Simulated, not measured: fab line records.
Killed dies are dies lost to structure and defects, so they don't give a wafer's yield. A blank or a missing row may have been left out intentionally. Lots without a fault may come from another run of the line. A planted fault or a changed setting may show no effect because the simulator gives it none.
Matching of chambers || flow n5_finfet || N5_BEOL_M11_ETCH_65 on rie_diel-06 has 4 sister chambers
The step etches SiARC in CF4, target depth 39 nm, time 65 s. 4 wafers are shown with their chamber, then 12 later ones without.

## WAFERS, EACH WITH ITS CHAMBER
{"wafer": "L082.2", "chamber": 1, "showerhead_plenum_p_Torr (Torr)": 1.98}
{"wafer": "L082.5", "chamber": 0, "showerhead_plenum_p_Torr (Torr)": 2.19}
{"wafer": "L085.2", "chamber": 2, "showerhead_plenum_p_Torr (Torr)": 2.26}
{"wafer": "L085.5", "chamber": 3, "showerhead_plenum_p_Torr (Torr)": 2.09}

## WAFERS WITH NO CHAMBER GIVEN
{"wafer": "L088.2", "showerhead_plenum_p_Torr (Torr)": 1.98}
{"wafer": "L088.5", "showerhead_plenum_p_Torr (Torr)": 1.97}
{"wafer": "L088.6", "showerhead_plenum_p_Torr (Torr)": 2.19}
{"wafer": "L087.1", "showerhead_plenum_p_Torr (Torr)": 2.09}
{"wafer": "L087.4", "showerhead_plenum_p_Torr (Torr)": 2.19}
{"wafer": "L087.5", "showerhead_plenum_p_Torr (Torr)": 2.09}
{"wafer": "L091.1", "showerhead_plenum_p_Torr (Torr)": 2.09}
{"wafer": "L091.3", "showerhead_plenum_p_Torr (Torr)": 2.19}
{"wafer": "L091.5", "showerhead_plenum_p_Torr (Torr)": 2.26}
{"wafer": "L092.1", "showerhead_plenum_p_Torr (Torr)": 2.19}
{"wafer": "L092.2", "showerhead_plenum_p_Torr (Torr)": 2.26}
{"wafer": "L092.6", "showerhead_plenum_p_Torr (Torr)": 1.97}

## WHICH CHAMBER EACH WENT THROUGH
{"wafer": "L088.2", "from the rows above": 1, "in truth": 1}
{"wafer": "L088.5", "from the rows above": 1, "in truth": 1}
{"wafer": "L088.6", "from the rows above": 0, "in truth": 0}
{"wafer": "L087.1", "from the rows above": 3, "in truth": 3}
{"wafer": "L087.4", "from the rows above": 0, "in truth": 0}
{"wafer": "L087.5", "from the rows above": 3, "in truth": 3}
{"wafer": "L091.1", "from the rows above": 3, "in truth": 3}
{"wafer": "L091.3", "from the rows above": 0, "in truth": 0}
{"wafer": "L091.5", "from the rows above": 2, "in truth": 2}
{"wafer": "L092.1", "from the rows above": 0, "in truth": 0}
{"wafer": "L092.2", "from the rows above": 2, "in truth": 2}
{"wafer": "L092.6", "from the rows above": 1, "in truth": 1}
Placed correctly: 12 of 12. Not placeable from these rows: 0. Number placed wrongly: 0.
How it was worked out, from the rows above alone: a wafer's distance from a chamber is the root of the sum, over the readings, of the square of ((its reading less the chamber's mean) divided by the reading's scatter). The wafer belongs to the nearest chamber; if the next one is less than 2 further off, it can't be placed. Each chamber's mean is taken over the wafers shown for it. The scatter: root of mean squared gap, hidden wafer to nearest shown wafer, with one shown wafer a chamber.
